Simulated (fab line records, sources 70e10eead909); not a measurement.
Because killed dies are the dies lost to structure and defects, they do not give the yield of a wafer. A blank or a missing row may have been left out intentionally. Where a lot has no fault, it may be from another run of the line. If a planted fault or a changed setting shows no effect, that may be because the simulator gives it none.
A sampling plan put to the test	flow nandHarc	34 faults told of in these records, all on one fab line, each judged by the records of the lots it struck
What counts as the plan is the set of the line's own looks, namely the steps on the route at which a gauge or an inspection reads a wafer and does not change it. A look is open to judgement when struck wafers have a number at it and the file gives its usual mean and standard deviation on fault-free wafers. Caught: at a look after the fault's first step, the mean of the struck wafers lies 4 or more of those standard deviations (sigma) from the usual mean. On the tool: the identical test, applied to the tool's own readings at the steps of the fault. Another recipe on the struck wafers, or a record that is blank for them alone, also counts as caught.

## THE FAULTS, as the simulator had put them in
1. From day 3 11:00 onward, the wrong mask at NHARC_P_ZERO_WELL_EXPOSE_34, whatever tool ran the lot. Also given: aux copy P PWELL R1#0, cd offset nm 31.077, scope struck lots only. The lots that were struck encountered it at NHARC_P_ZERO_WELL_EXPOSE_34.
2. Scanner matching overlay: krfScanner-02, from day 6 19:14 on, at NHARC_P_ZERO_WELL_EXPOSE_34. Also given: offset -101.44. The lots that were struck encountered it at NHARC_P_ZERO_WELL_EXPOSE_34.
3. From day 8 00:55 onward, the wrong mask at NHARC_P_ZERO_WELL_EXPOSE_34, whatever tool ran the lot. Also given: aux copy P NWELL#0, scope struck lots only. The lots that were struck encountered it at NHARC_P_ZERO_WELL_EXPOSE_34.
4. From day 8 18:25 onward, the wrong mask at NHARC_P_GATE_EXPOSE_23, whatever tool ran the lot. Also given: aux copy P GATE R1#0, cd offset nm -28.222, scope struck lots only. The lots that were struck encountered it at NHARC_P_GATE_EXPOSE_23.
5. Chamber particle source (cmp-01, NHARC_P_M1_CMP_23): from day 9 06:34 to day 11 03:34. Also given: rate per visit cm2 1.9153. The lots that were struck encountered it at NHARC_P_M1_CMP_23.
6. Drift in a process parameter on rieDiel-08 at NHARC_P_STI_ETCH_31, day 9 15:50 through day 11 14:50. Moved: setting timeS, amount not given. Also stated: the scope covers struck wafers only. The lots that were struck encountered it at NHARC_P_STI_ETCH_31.
7. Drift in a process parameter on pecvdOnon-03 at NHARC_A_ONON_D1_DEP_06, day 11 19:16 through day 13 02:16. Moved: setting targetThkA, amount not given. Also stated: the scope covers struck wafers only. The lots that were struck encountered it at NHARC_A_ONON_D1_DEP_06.
8. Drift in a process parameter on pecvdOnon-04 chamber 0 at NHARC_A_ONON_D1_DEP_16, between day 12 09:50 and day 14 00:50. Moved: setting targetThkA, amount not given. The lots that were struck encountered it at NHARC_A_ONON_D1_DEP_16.
9. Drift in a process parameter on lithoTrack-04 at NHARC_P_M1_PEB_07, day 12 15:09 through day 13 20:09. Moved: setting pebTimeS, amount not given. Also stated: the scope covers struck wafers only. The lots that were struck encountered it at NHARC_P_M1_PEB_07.
10. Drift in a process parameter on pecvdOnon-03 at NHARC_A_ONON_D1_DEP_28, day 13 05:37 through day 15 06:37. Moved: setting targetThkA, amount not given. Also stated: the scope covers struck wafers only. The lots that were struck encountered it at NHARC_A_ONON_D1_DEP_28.
11. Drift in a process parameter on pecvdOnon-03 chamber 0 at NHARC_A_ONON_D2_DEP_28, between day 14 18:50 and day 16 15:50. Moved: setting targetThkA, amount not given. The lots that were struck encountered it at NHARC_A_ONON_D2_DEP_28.
12. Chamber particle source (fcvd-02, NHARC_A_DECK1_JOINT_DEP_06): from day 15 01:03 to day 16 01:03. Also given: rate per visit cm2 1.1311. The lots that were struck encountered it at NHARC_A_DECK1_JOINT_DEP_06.
13. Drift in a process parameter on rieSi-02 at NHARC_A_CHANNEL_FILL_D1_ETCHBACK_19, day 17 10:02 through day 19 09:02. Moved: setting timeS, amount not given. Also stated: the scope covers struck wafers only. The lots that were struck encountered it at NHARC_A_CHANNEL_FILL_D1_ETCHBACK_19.
14. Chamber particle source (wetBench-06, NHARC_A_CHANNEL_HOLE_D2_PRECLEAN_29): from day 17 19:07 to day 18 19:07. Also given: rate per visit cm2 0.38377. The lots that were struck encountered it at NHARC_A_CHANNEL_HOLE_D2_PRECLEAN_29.
15. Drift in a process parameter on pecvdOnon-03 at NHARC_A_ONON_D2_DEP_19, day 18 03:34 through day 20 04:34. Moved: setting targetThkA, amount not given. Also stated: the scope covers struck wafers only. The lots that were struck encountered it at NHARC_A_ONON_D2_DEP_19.
16. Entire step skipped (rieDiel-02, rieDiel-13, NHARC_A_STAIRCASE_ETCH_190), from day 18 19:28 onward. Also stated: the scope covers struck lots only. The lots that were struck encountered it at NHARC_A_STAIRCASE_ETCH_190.
17. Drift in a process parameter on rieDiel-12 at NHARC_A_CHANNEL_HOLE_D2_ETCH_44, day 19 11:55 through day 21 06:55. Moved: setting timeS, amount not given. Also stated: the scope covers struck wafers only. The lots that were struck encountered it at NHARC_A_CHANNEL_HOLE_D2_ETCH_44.
18. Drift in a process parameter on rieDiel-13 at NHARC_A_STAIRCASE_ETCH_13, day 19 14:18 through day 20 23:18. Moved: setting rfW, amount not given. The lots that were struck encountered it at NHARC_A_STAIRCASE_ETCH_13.
19. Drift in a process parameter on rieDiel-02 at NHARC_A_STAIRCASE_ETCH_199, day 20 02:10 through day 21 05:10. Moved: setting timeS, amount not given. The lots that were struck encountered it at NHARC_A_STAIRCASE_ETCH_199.
20. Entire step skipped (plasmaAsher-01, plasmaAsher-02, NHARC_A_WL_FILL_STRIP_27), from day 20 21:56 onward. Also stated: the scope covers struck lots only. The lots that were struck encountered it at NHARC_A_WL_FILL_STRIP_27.
21. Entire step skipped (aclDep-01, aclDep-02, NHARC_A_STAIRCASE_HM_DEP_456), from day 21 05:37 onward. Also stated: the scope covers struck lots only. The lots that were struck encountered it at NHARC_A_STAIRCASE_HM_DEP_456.
22. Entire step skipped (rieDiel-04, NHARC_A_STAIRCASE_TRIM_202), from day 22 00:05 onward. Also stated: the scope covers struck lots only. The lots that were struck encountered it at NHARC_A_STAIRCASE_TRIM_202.
23. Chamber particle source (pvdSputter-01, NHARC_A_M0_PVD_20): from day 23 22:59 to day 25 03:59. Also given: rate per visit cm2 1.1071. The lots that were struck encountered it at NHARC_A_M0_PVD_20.
24. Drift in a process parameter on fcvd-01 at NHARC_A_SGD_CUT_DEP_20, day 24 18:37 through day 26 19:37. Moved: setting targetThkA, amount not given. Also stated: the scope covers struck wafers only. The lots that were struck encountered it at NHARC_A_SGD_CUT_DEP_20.
25. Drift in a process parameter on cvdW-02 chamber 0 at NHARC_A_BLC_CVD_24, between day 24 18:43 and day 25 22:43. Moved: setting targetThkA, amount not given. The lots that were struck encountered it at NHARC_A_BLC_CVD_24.
26. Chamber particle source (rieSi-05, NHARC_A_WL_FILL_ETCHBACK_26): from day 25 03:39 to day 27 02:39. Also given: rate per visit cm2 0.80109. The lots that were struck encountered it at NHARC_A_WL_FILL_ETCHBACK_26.
27. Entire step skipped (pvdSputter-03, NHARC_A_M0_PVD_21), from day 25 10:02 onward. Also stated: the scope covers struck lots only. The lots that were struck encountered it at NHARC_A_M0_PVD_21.
28. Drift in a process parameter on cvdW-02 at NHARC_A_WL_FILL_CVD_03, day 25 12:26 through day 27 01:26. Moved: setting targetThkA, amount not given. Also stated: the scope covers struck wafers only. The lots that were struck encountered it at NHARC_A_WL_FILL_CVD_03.
29. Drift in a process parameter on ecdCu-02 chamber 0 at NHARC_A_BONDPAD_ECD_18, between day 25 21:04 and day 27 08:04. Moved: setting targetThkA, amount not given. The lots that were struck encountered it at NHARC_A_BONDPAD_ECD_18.
30. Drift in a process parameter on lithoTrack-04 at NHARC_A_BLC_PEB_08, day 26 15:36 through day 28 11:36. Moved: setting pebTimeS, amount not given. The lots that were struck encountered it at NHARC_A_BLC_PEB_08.
31. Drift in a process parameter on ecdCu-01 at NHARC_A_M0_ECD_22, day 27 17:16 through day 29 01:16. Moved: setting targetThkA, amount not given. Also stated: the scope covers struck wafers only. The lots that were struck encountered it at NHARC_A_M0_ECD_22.
32. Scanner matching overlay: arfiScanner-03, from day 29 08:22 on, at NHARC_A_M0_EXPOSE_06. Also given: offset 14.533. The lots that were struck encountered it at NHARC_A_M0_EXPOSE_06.
33. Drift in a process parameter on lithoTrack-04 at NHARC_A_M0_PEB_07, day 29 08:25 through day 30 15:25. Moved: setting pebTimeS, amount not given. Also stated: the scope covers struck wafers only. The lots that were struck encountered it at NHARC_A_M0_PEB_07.
34. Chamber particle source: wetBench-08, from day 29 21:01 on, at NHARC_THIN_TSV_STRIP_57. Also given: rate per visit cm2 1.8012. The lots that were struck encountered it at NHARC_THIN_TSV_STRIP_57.

## WHAT THE PLAN SAW
fault	on the tool itself	first look that catches it	reading, sigma	median hours from its first step to that look	hours from the fault's start to the first struck lot there	judged looks passed uncaught
1	no reading that can be judged	NHARC_P_ZERO_WELL_CD_MEAS_37	cdNm +16	0.2	5	0
2	no reading that can be judged	NHARC_END_SORT_01	killedAtPeriphery +18	550.9	599	0
3	under 2 sigma	NHARC_END_SORT_01	killedAtPeriphery +99 or beyond	529.1	532	1
4	no reading that can be judged	NHARC_P_GATE_CD_MEAS_26	cdNm -38	0.1	5	0
5	under 2 sigma	NHARC_P_M1_INSPECT_27	rawDefectCount +11	0.5	24	0
6	runLengthS -20 sigma	NHARC_END_SORT_01	killedAtPeriphery +5.0	519.7	534	1
7	under 2 sigma	NHARC_A_ONON_D1_THK_MEAS_08	thkNm -45	0.5	28	0
8	under 2 sigma	NHARC_A_ONON_D1_THK_MEAS_18	thkNm -29	0.5	9	0
9	no reading that can be judged	none of the 2 looks that can be judged after it	strongest: cdNm at NHARC_P_M1_CD_MEAS_09, +3.1	-	-	2
10	no reading that can be judged	NHARC_A_ONON_D1_THK_MEAS_30	thkNm +53	0.5	9	0
11	under 2 sigma	NHARC_A_ONON_D2_THK_MEAS_30	thkNm +59	0.5	10	0
12	no reading that can be judged	none of the 2 looks that can be judged after it	strongest: killedAtArray at NHARC_END_SORT_01, +3.0	-	-	2
13	under 2 sigma	NHARC_END_SORT_01	killedAtArray +30	350.3	389	0
14	under 2 sigma	NHARC_A_CHANNEL_HOLE_D2_INSPECT_40	rawDefectCount +4.6	0.3	10	0
15	under 2 sigma	NHARC_A_ONON_D2_THK_MEAS_21	thkNm +88	0.5	18	0
16	the tool's record is blank for the struck wafers	NHARC_END_SORT_01	killedAtArray +30	198.8	207	0
17	runLengthS -11 sigma	NHARC_END_SORT_01	killedAtArray +6.7	269.3	303	0
18	rfFwdPowerW -85 sigma	NHARC_END_SORT_01	killedAtArray +30	214.6	200	0
19	runLengthS -23 sigma	not the one look that can be judged after it	strongest: killedAtArray at NHARC_END_SORT_01, +3.2	-	-	1
20	the tool's record is blank for the struck wafers	NHARC_END_SORT_01	killedShort +38	92.3	96	0
21	the tool's record is blank for the struck wafers	NHARC_END_SORT_01	killedAtArray +30	223.4	225	0
22	the tool's record is blank for the struck wafers	NHARC_END_SORT_01	killedAtArray +30	202.8	196	0
23	under 2 sigma	NHARC_END_SORT_01	killedAtArray +4.0	38.9	37	1
24	no reading that can be judged	NHARC_A_SGD_CUT_THK_MEAS_22	thkNm -50	6.0	11	0
25	under 2 sigma	no look after it can be judged	-	-	-	0
26	under 2 sigma	not the one look that can be judged after it	strongest: killedAtArray at NHARC_END_SORT_01, +3.8	-	-	1
27	the tool's record is blank for the struck wafers	NHARC_END_SORT_01	killedAtArray +30	41.2	48	0
28	under 2 sigma	NHARC_END_SORT_01	killedAtArray +29	96.7	101	0
29	no reading that can be judged	NHARC_END_SORT_01	killedAtArray +30	36.1	52	0
30	under 2 sigma	none of the 3 looks that can be judged after it	-	-	-	3
31	no reading that can be judged	none of the 3 looks that can be judged after it	-	-	-	3
32	no reading that can be judged	NHARC_A_M0_OVL_MEAS_10	overlayXNm +17	0.2	16	0
33	under 2 sigma	NHARC_A_M0_CD_MEAS_09	cdNm +6.1	0.1	16	0
34	no reading that can be judged	NHARC_THIN_TSV_INSPECT_40	rawDefectCount +12	4.7	42	1
A dash: the fault isn't caught, or these records don't give the number.

Caught at a look: 27 of 34. Caught on the tool: 9 of 34. By one or the other: 28 of 34.
Caught on the tool alone: fault 19.
Caught at a look alone: faults 1, 2, 3, 4, 5, 7, 8, 10, 11, 13, 14, 15, 23, 24, 28, 29, 32, 33, 34.
Caught by neither: faults 9, 12, 25, 26, 30, 31.

## THINNER SAMPLING
If the look that catches a fault measured only every second or every third lot, by lot number, the first struck lot would be measured this late in the worst case:
fault	struck lots at that look, in order of time	every lot	every second lot	every third lot
1	L954	5 h	may miss it	may miss it
2	L131, L130	599 h	600 h	may miss all 2
3	L611	532 h	may miss it	may miss it
4	L374	5 h	may miss it	may miss it
5	L170, L171	24 h	42 h	may miss all 2
6	L396, L398, L399	534 h	554 h	may miss all 3
7	L783	28 h	may miss it	may miss it
8	L535, L536	9 h	26 h	may miss all 2
10	L143, L145, L147	9 h	may miss all 3	43 h
11	L651, L654	10 h	36 h	may miss all 2
13	L764	389 h	may miss it	may miss it
14	L522	10 h	may miss it	may miss it
15	L322, L324	18 h	may miss all 2	may miss all 2
16	L327, L326, L328	207 h	218 h	219 h
17	L800, L801	303 h	307 h	may miss all 2
18	L489, L490, L492	200 h	228 h	may miss all 3
20	L304, L308, L307	96 h	110 h	may miss all 3
21	L611	225 h	may miss it	may miss it
22	L127, L129	196 h	may miss all 2	may miss all 2
23	L649, L651, L652	37 h	61 h	may miss all 3
24	L585, L589	11 h	may miss all 2	may miss all 2
27	L160, L159	48 h	60 h	may miss all 2
28	L630, L631	101 h	112 h	may miss all 2
29	L288	52 h	may miss it	may miss it
32	L815, L817, L818	16 h	43 h	may miss all 3
33	L106, L105	16 h	18 h	may miss all 2
34	L337, L339	42 h	may miss all 2	may miss all 2
Hours: fault start to first struck lot measured. Since the struck wafers were tested as one group against 4 sigma, a single lot by itself may lie under the limit. Other struck lots may not be in these records.

## THE LONGEST TIMED WAY FROM STEP TO LOOK
Fault 2: a median of 550.9 hours passes between NHARC_P_ZERO_WELL_EXPOSE_34 and NHARC_END_SORT_01. No look between them can be judged.
